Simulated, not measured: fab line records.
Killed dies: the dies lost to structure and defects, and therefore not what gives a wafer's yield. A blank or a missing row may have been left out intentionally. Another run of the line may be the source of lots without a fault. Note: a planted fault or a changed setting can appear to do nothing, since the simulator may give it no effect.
fab line records | flow n5_finfet | part 2 of 2: steps 5 to 6 of 6
record: lots: 22 | wafers: 66 | last_day: 20
route steps=1938 shown STI_FIN_REVEAL@183 DUMMY_GATE@234
lots untouched by any fault: they come from a run of this same line in which no faults occurred
start_h: the number of hours between the record's first day and the start of the first shown wafer of the lot | wait_h: hours elapsed since this lot's preceding step | " as in the row above | L1.1+2: a row that stands for several wafers | - no value, or no start was given | * or withheld: withheld | < > ~ a bound
route shown NAME@n: NAME is a module with steps in the file, n the number in the route of the first one | usual: the fault-free wafers' mean and standard deviation | same: alike in all rows | chamber/n: place in a boat | sites: the reading at each site | _std_site: the values' standard deviation | _edge_site: outer sites' mean less inner sites' | radius_mm: how far each site lies from the wafer's centre | mask NAME#n: copy n | behind: the last tool/chamber to shape the wafer | hold: why the lot went on hold/how many hours it stayed there/how the hold came to an end | device: the n, p or np transistor that did not switch | end of line: the route-end tests of the same wafers | a step given without rows: its recipe and nothing more | killed: the dies lost at the first sort to structure and to defects; this is not the yield of the wafer | map: a wafer's dies, x killed, . not, _ none there
set.NAME: the setting as run; set.NAME@STEP: as run at that earlier step | model.NAME: the simulator's own value behind a step, which no gauge read
steps of the route over a sample of lots; a table a step, a row a wafer
services: a tool's chamber out of use, with start hour (start_h, from the record's first day; less than 0 if before it), hours out, and reason
== steps ==
step: N5_DUMMY_GATE_STRIP_41
recipe: chemistry: O2 | power_w: 400 | temp_c: 40 | pressure_mtorr: 30 | rf_frequency_hz: 6e+07 | bias_power_w: 0 | overash_fraction: 0.3 | o2_flow_sccm: 225
usual: drypump_motor_current_A: 5.7/0.42 | oes_product_au: 0.79/0.063 | rf_vpp_V: 3.7/0.48 | showerhead_plenum_p_Torr: 2.11/0.076 | throttle_valve_pct: 16.61/0.19
lot.wafer | tool        | chamber | start_h | wait_h | drypump_motor_current_A | oes_product_au | rf_hours_counter_h | rf_vpp_V | showerhead_plenum_p_Torr | throttle_valve_pct
L074.4    | rie_diel-03 | 3       | 46.68   | 0.0    | 5.1                     | 0.88           | -                  | 3.2      | 2.22                     | 16.52
L074.5    | "           | 2       | "       | "      | 6.1                     | 0.78           | -                  | 4.0      | 2.01                     | 16.28
L074.6    | "           | 0       | "       | "      | 5.4                     | 0.79           | -                  | 3.1      | 2.11                     | 16.48
L075.2    | rie_diel-06 | 0       | 53.46   | 0.0    | 5.9                     | 0.78           | 121                | 3.9      | 2.19                     | 16.42
L075.4    | "           | 3       | "       | "      | 5.7                     | 0.78           | 115                | 3.8      | 2.18                     | 16.46
L075.6    | "           | 0       | "       | "      | 5.9                     | 0.78           | -                  | 4.1      | 2.19                     | 16.40
L076.1    | rie_diel-06 | 1       | 60.76   | 0.0    | 5.5                     | 0.82           | 92                 | 3.3      | 1.95                     | 16.69
L076.2    | "           | 0       | "       | "      | 5.9                     | 0.78           | 124                | 3.7      | 2.18                     | 16.41
L076.5    | "           | 0       | "       | "      | 5.9                     | 0.78           | -                  | 3.4      | 2.19                     | 16.41
L077.1    | rie_diel-03 | 1       | 64.47   | 0.0    | 5.4                     | 0.99           | 2                  | 3.8      | 2.05                     | 16.28
L077.3    | "           | 0       | "       | "      | 5.5                     | 0.79           | 126                | 3.4      | 2.11                     | 16.50
L077.5    | "           | 3       | "       | "      | 5.1                     | 0.87           | -                  | 4.7      | 2.22                     | 16.54
L078.2    | rie_diel-06 | 2       | 70.49   | 0.0    | 6.1                     | 0.82           | 78                 | 3.9      | 2.14                     | 16.88
L078.4    | "           | 3       | "       | "      | 5.7                     | 0.79           | -                  | 2.9      | 2.18                     | 16.48
L078.5    | "           | 2       | "       | "      | 6.1                     | 0.81           | -                  | 3.9      | 2.14                     | 16.87
L079.1    | rie_diel-03 | 2       | 76.90   | 0.0    | 6.1                     | 0.78           | 136                | 4.1      | 2.01                     | 16.27
L079.2    | "           | 3       | "       | "      | 5.1                     | 0.87           | 55                 | 3.0      | 2.22                     | 16.56
L079.6    | "           | 3       | "       | "      | 5.1                     | 0.87           | -                  | 4.4      | 2.22                     | 16.55
L080.1    | rie_diel-05 | 3       | 85.24   | 0.0    | 6.1                     | 0.80           | 118                | 3.6      | 2.12                     | 16.65
L080.3    | "           | 2       | "       | "      | 4.8                     | 0.92           | 19                 | 4.6      | 2.14                     | 16.42
L080.6    | "           | 1       | "       | "      | 6.5                     | 0.69           | -                  | 3.3      | 2.07                     | 16.83
L081.3    | rie_diel-06 | 1       | 89.57   | 0.0    | 5.5                     | 0.82           | 97                 | 4.3      | 1.95                     | 16.70
L081.4    | "           | 2       | "       | "      | 6.1                     | 0.82           | 82                 | 3.9      | 2.14                     | 16.88
L081.5    | "           | 0       | "       | "      | 5.9                     | 0.77           | -                  | 4.3      | 2.18                     | 16.43
L083.1    | rie_diel-05 | 0       | 99.83   | 0.0    | 5.6                     | 0.72           | 180                | 3.8      | 2.09                     | 16.81
L083.5    | "           | 0       | "       | "      | 5.6                     | 0.73           | -                  | 4.6      | 2.09                     | 16.82
L083.6    | "           | 1       | "       | "      | 6.5                     | 0.68           | -                  | 3.5      | 2.07                     | 16.85
L084.1    | rie_diel-05 | 2       | 106.11  | 0.0    | 4.8                     | 0.91           | 24                 | 3.4      | 2.14                     | 16.44
L084.3    | "           | 3       | "       | "      | 6.1                     | 0.80           | 123                | 3.8      | 2.12                     | 16.65
L084.6    | "           | 1       | "       | "      | 6.5                     | 0.68           | -                  | 3.2      | 2.06                     | 16.85
L085.1    | rie_diel-05 | 0       | 112.37  | 0.0    | 5.6                     | 0.73           | 184                | 3.8      | 2.09                     | 16.84
L085.2    | "           | 2       | "       | "      | 4.8                     | 0.90           | 26                 | 3.5      | 2.14                     | 16.42
L085.6    | "           | 2       | "       | "      | 4.8                     | 0.90           | -                  | 3.7      | 2.14                     | 16.44
L086.3    | rie_diel-06 | 0       | 120.68  | 0.0    | 5.9                     | 0.76           | 144                | 3.6      | 2.18                     | 16.44
L086.4    | "           | 3       | "       | "      | 5.7                     | 0.77           | 137                | 3.7      | 2.17                     | 16.52
L086.5    | "           | 2       | "       | "      | 6.0                     | 0.79           | -                  | 3.9      | 2.13                     | 16.89
L087.3    | rie_diel-06 | 0       | 125.26  | 0.0    | 5.9                     | 0.76           | 145                | 3.8      | 2.18                     | 16.44
L087.5    | "           | 2       | "       | "      | 6.1                     | 0.79           | -                  | 3.6      | 2.13                     | 16.88
L087.6    | "           | 3       | "       | "      | 5.7                     | 0.77           | -                  | 3.9      | 2.17                     | 16.52
L088.1    | rie_diel-05 | 2       | 130.42  | 0.0    | 4.9                     | 0.89           | 32                 | 3.4      | 2.14                     | 16.46
L088.2    | "           | 0       | "       | "      | 5.6                     | 0.72           | 190                | 3.5      | 2.09                     | 16.86
L088.5    | "           | 3       | "       | "      | 6.1                     | 0.79           | -                  | 3.3      | 2.12                     | 16.66
L089.1    | rie_diel-06 | 1       | 137.85  | 0.0    | 5.5                     | 0.82           | 109                | 3.0      | 1.94                     | 16.73
L089.3    | "           | 3       | "       | "      | 5.7                     | 0.77           | 143                | 3.4      | 2.17                     | 16.54
L089.4    | "           | 0       | "       | "      | 5.9                     | 0.76           | 149                | 4.1      | 2.18                     | 16.47
L090.2    | rie_diel-06 | 2       | 142.40  | 0.0    | 6.1                     | 0.78           | 100                | 3.4      | 2.13                     | 16.90
L090.3    | "           | 1       | "       | "      | 5.5                     | 0.81           | 110                | 3.8      | 1.94                     | 16.73
L090.4    | "           | 3       | "       | "      | 5.7                     | 0.75           | 145                | 4.1      | 2.17                     | 16.52
L091.3    | rie_diel-03 | 0       | 148.07  | 0.0    | 5.5                     | 0.77           | 153                | 4.4      | 2.10                     | 16.56
L091.5    | "           | 0       | "       | "      | 5.5                     | 0.76           | -                  | 4.8      | 2.10                     | 16.54
L091.6    | "           | 3       | "       | "      | 5.1                     | 0.85           | -                  | 3.5      | 2.21                     | 16.59
L093.1    | rie_diel-05 | 3       | 160.97  | 0.0    | 6.1                     | 0.77           | 141                | 3.2      | 2.12                     | 16.65
L093.4    | "           | 3       | "       | "      | 6.1                     | 0.78           | -                  | 3.7      | 2.12                     | 16.66
L093.5    | "           | 2       | "       | "      | 4.9                     | 0.87           | -                  | 4.3      | 2.13                     | 16.47
L094.1    | rie_diel-06 | 0       | 165.94  | 0.0    | 5.9                     | 0.75           | 159                | 4.1      | 2.17                     | 16.46
L094.5    | "           | 2       | "       | "      | 6.1                     | 0.79           | -                  | 3.8      | 2.13                     | 16.90
L094.6    | "           | 1       | "       | "      | 5.6                     | 0.81           | -                  | 3.2      | 1.94                     | 16.74
L095.2    | rie_diel-03 | 0       | 171.46  | 0.0    | 5.5                     | 0.76           | 161                | 4.1      | 2.10                     | 16.56
L095.3    | "           | 1       | "       | "      | 5.4                     | 0.89           | 36                 | 5.2      | 2.04                     | 16.34
L095.5    | "           | 1       | "       | "      | 5.4                     | 0.89           | -                  | 3.5      | 2.04                     | 16.36
L096.1    | rie_diel-06 | 0       | 180.53  | 0.0    | 5.9                     | 0.74           | 163                | 3.7      | 2.17                     | 16.49
L096.3    | "           | 3       | "       | "      | 5.7                     | 0.74           | 158                | 3.6      | 2.16                     | 16.56
L096.5    | "           | 0       | "       | "      | 5.9                     | 0.75           | -                  | 3.9      | 2.17                     | 16.48
L097.1    | rie_diel-05 | 2       | 185.90  | 0.0    | 4.9                     | 0.85           | 50                 | 3.7      | 2.13                     | 16.49
L097.2    | "           | 0       | "       | "      | 5.6                     | 0.70           | 207                | 3.3      | 2.09                     | 16.88
L097.3    | "           | 1       | "       | "      | 6.5                     | 0.93           | 4                  | 3.8      | 2.06                     | 16.41
step: N5_DUMMY_GATE_ETCH_23
recipe: chemistry: HBr/Cl2/O2 | HBr_flow_sccm: 150 | Cl2_flow_sccm: 80 | O2_flow_sccm: 12 | bias_w: 102 | target_depth_a: 410 | time_s: 22.3 | target: poly-Si | mask_material: SiO2 | pressure_mtorr: 10 | icp_w: 800
usual: drypump_motor_current_A: 5.7/0.44 | he_backside_leak_sccm: 2.8/0.33 | mfc_cl2_sccm: 79.98/0.22 | oes_product_au: 0.990/0.023 | throttle_valve_pct: 37.10/0.3
lot.wafer | tool      | chamber | start_h | wait_h | drypump_motor_current_A | he_backside_leak_sccm | mfc_cl2_sccm | oes_product_au | rf_hours_counter_h | throttle_valve_pct
L074.4    | rie_si-04 | 1       | 46.93   | 0.0    | 6.0                     | 2.9                   | 80.08        | 1.012          | -                  | 37.05
L074.5    | "         | 0       | "       | "      | 6.0                     | 2.7                   | 80.05        | 1.019          | -                  | 37.41
L074.6    | "         | 2       | "       | "      | 5.4                     | 2.8                   | 80.02        | 0.971          | -                  | 36.63
L075.2    | rie_si-01 | 0       | 53.69   | 0.0    | 5.8                     | 2.7                   | 79.90        | 0.959          | 31                 | 37.13
L075.4    | "         | 2       | "       | "      | 5.7                     | 2.5                   | 79.92        | 0.998          | 55                 | 36.78
L075.6    | "         | 1       | "       | "      | 5.4                     | 3.0                   | 80.09        | 0.990          | -                  | 37.09
L076.1    | rie_si-04 | 1       | 60.99   | 0.0    | 6.0                     | 2.9                   | 79.79        | 1.025          | 2                  | 37.03
L076.2    | "         | 3       | "       | "      | 6.5                     | 3.0                   | 80.09        | 1.013          | 175                | 36.54
L076.5    | "         | 1       | "       | "      | 6.0                     | 2.9                   | 79.61        | 1.025          | -                  | 37.03
L077.1    | rie_si-06 | 2       | 64.70   | 0.0    | 4.9                     | 2.4                   | 79.91        | 0.997          | 47                 | 37.05
L077.3    | "         | 3       | "       | "      | 5.1                     | 3.2                   | 79.75        | 0.974          | 180                | 37.50
L077.5    | "         | 2       | "       | "      | 4.9                     | 2.3                   | 80.21        | 1.001          | -                  | 37.05
L078.2    | rie_si-04 | 1       | 70.72   | 0.0    | 6.0                     | 3.9                   | 80.13        | 1.018          | 2                  | 37.03
L078.4    | "         | 2       | "       | "      | 5.4                     | 2.8                   | 80.34        | 0.978          | 165                | 36.63
L078.5    | "         | 1       | "       | "      | 6.0                     | 2.9                   | 80.35        | 1.019          | -                  | 37.03
L079.1    | rie_si-06 | 1       | 77.13   | 0.0    | 6.0                     | 3.5                   | 79.82        | 0.948          | 153                | 37.42
L079.2    | "         | 2       | "       | "      | 4.9                     | 2.3                   | 79.94        | 1.014          | 47                 | 37.06
L079.6    | "         | 0       | "       | "      | 5.6                     | 2.5                   | 80.01        | 1.003          | -                  | 37.37
L080.1    | rie_si-01 | 3       | 85.47   | 0.0    | 6.1                     | 2.8                   | 79.99        | 0.966          | 121                | 36.86
L080.3    | "         | 2       | "       | "      | 5.7                     | 2.2                   | 79.94        | 1.013          | 55                 | 36.78
L080.6    | "         | 2       | "       | "      | 5.7                     | 2.2                   | 80.20        | 1.002          | -                  | 36.78
L081.3    | rie_si-06 | 3       | 89.80   | 0.0    | 5.0                     | 3.1                   | 80.24        | 0.976          | 180                | 37.49
L081.4    | "         | 0       | "       | "      | 5.6                     | 2.6                   | 79.95        | 0.998          | 1                  | 37.34
L081.5    | "         | 0       | "       | "      | 5.6                     | 2.4                   | 79.99        | 0.990          | -                  | 37.35
L083.1    | rie_si-01 | 3       | 100.06  | 0.0    | 6.1                     | 2.8                   | 80.28        | 0.951          | 121                | 36.86
L083.5    | "         | 3       | "       | "      | 6.1                     | 2.6                   | 80.02        | 0.958          | -                  | 36.86
L083.6    | "         | 0       | "       | "      | 5.8                     | 2.5                   | 79.90        | 0.981          | -                  | 37.13
L084.1    | rie_si-06 | 0       | 106.34  | 0.0    | 5.6                     | 2.4                   | 80.09        | 1.008          | 1                  | 37.35
L084.3    | "         | 2       | "       | "      | 4.9                     | 2.5                   | 79.78        | 0.998          | 47                 | 37.05
L084.6    | "         | 2       | "       | "      | 4.9                     | 2.4                   | 79.81        | 1.012          | -                  | 37.05
L085.1    | rie_si-01 | 2       | 112.60  | 0.0    | 5.7                     | 2.4                   | 79.92        | 1.009          | 56                 | 36.77
L085.2    | "         | 3       | "       | "      | 6.1                     | 2.8                   | 80.42        | 0.963          | 121                | 36.86
L085.6    | "         | 2       | "       | "      | 5.7                     | 2.3                   | 80.12        | 1.000          | -                  | 36.77
L086.3    | rie_si-01 | 1       | 120.92  | 0.0    | 5.4                     | 3.1                   | 80.44        | 0.985          | 113                | 37.10
L086.4    | "         | 0       | "       | "      | 5.8                     | 2.7                   | 80.00        | 0.967          | 33                 | 37.12
L086.5    | "         | 1       | "       | "      | 5.4                     | 3.1                   | 80.37        | 0.994          | -                  | 37.09
L087.3    | rie_si-01 | 2       | 125.49  | 0.0    | 5.7                     | 2.3                   | 80.01        | 1.009          | 56                 | 36.77
L087.5    | "         | 1       | "       | "      | 5.4                     | 3.2                   | 80.02        | 0.985          | -                  | 37.09
L087.6    | "         | 2       | "       | "      | 5.7                     | 2.3                   | 79.92        | 1.004          | -                  | 36.76
L088.1    | rie_si-06 | 0       | 130.66  | 0.0    | 5.6                     | 2.4                   | 79.99        | 0.991          | 2                  | 37.35
L088.2    | "         | 2       | "       | "      | 4.9                     | 2.3                   | 79.74        | 0.995          | 48                 | 37.05
L088.5    | "         | 1       | "       | "      | 6.0                     | 3.2                   | 79.92        | 0.960          | -                  | 37.42
L089.1    | rie_si-04 | 2       | 138.08  | 0.0    | 5.4                     | 2.8                   | 79.48        | 0.973          | 166                | 36.64
L089.3    | "         | 3       | "       | "      | 6.4                     | 2.7                   | 80.02        | 1.017          | 176                | 36.50
L089.4    | "         | 1       | "       | "      | 6.0                     | 2.8                   | 80.37        | 1.028          | 4                  | 37.06
L090.2    | rie_si-04 | 0       | 142.63  | 0.0    | 6.1                     | 2.7                   | 80.30        | 1.007          | 157                | 37.41
L090.3    | "         | 3       | "       | "      | 6.5                     | 3.0                   | 80.13        | 1.017          | 176                | 36.53
L090.4    | "         | 2       | "       | "      | 5.4                     | 2.7                   | 79.72        | 0.969          | 166                | 36.64
L091.3    | rie_si-04 | 3       | 148.30  | 0.0    | 6.5                     | 2.8                   | 79.71        | 1.007          | 176                | 36.53
L091.5    | "         | 1       | "       | "      | 6.0                     | 2.8                   | 80.40        | 1.021          | -                  | 37.03
L091.6    | "         | 2       | "       | "      | 5.4                     | 2.8                   | 79.96        | 0.966          | -                  | 36.65
L093.1    | rie_si-04 | 1       | 161.20  | 0.0    | 6.0                     | 3.0                   | 79.72        | 1.015          | 4                  | 37.03
L093.4    | "         | 3       | "       | "      | 6.5                     | 2.9                   | 79.45        | 1.017          | 177                | 36.50
L093.5    | "         | 1       | "       | "      | 6.0                     | 3.0                   | 79.81        | 1.025          | -                  | 37.04
L094.1    | rie_si-06 | 3       | 166.17  | 0.0    | 5.0                     | 3.2                   | 79.42        | 0.965          | 182                | 37.49
L094.5    | "         | 2       | "       | "      | 4.9                     | 2.4                   | 79.60        | 1.005          | -                  | 37.07
L094.6    | "         | 3       | "       | "      | 5.0                     | 3.1                   | 79.39        | 0.964          | -                  | 37.50
L095.2    | rie_si-01 | 1       | 171.69  | 0.0    | 5.4                     | 3.2                   | 79.82        | 0.993          | 114                | 37.11
L095.3    | "         | 2       | "       | "      | 5.7                     | 2.4                   | 80.25        | 1.022          | 57                 | 36.78
L095.5    | "         | 0       | "       | "      | 5.8                     | 2.5                   | 80.17        | 0.964          | -                  | 37.13
L096.1    | rie_si-06 | 0       | 180.77  | 0.0    | 5.5                     | 2.3                   | 80.46        | 0.996          | 2                  | 37.37
L096.3    | "         | 1       | "       | "      | 6.0                     | 3.4                   | 79.81        | 0.960          | 154                | 37.42
L096.5    | "         | 3       | "       | "      | 5.1                     | 3.0                   | 80.09        | 0.966          | -                  | 37.49
L097.1    | rie_si-06 | 1       | 186.13  | 0.0    | 6.0                     | 3.3                   | 79.56        | 0.957          | 155                | 37.41
L097.2    | "         | 2       | "       | "      | 5.0                     | 2.5                   | 80.10        | 1.002          | 49                 | 37.05
L097.3    | "         | 3       | "       | "      | 5.1                     | 3.1                   | 80.24        | 0.964          | 182                | 37.48
== services ==
tool        | chamber | start_h | hours | kind
rie_diel-06 | 0       | 4.98    | 9.5   | repair
ald_sin-02  | 0       | 15.13   | 5.0   | repair
rie_diel-03 | 3       | 19.67   | 2.8   | repair
rie_si-06   | 3       | 23.44   | 1.9   | repair
rie_si-06   | 3       | 27.42   | 1.4   | repair
rie_si-01   | 3       | 31.87   | 8.5   | repair
rie_diel-06 | 2       | 32.85   | 16.9  | repair
rie_si-04   | 3       | 45.57   | 4.1   | repair
rie_si-04   | -       | 50.82   | 2.2   | repair
rie_diel-05 | 0       | 51.68   | 3.7   | repair
rie_si-04   | -       | 54.79   | 0.3   | repair
rie_si-01   | -       | 67.96   | 0.6   | repair
rie_diel-06 | 1       | 68.99   | 2.8   | repair
rie_diel-06 | 1       | 75.09   | 4.7   | repair
rie_si-06   | 1       | 81.23   | 2.9   | repair
rie_diel-06 | 1       | 99.01   | 14.3  | repair
rie_diel-03 | 2       | 102.53  | 7.6   | repair
rie_si-01   | 1       | 107.74  | 7.3   | repair
rie_si-04   | 2       | 121.91  | 6.5   | repair
rie_diel-05 | 1       | 134.88  | 12.3  | repair
rie_si-01   | 2       | 139.71  | 5.5   | repair
rie_diel-06 | 1       | 142.70  | 5.8   | repair
rie_diel-06 | 2       | 160.23  | 3.0   | repair
rie_si-01   | -       | 160.32  | 2.8   | pm
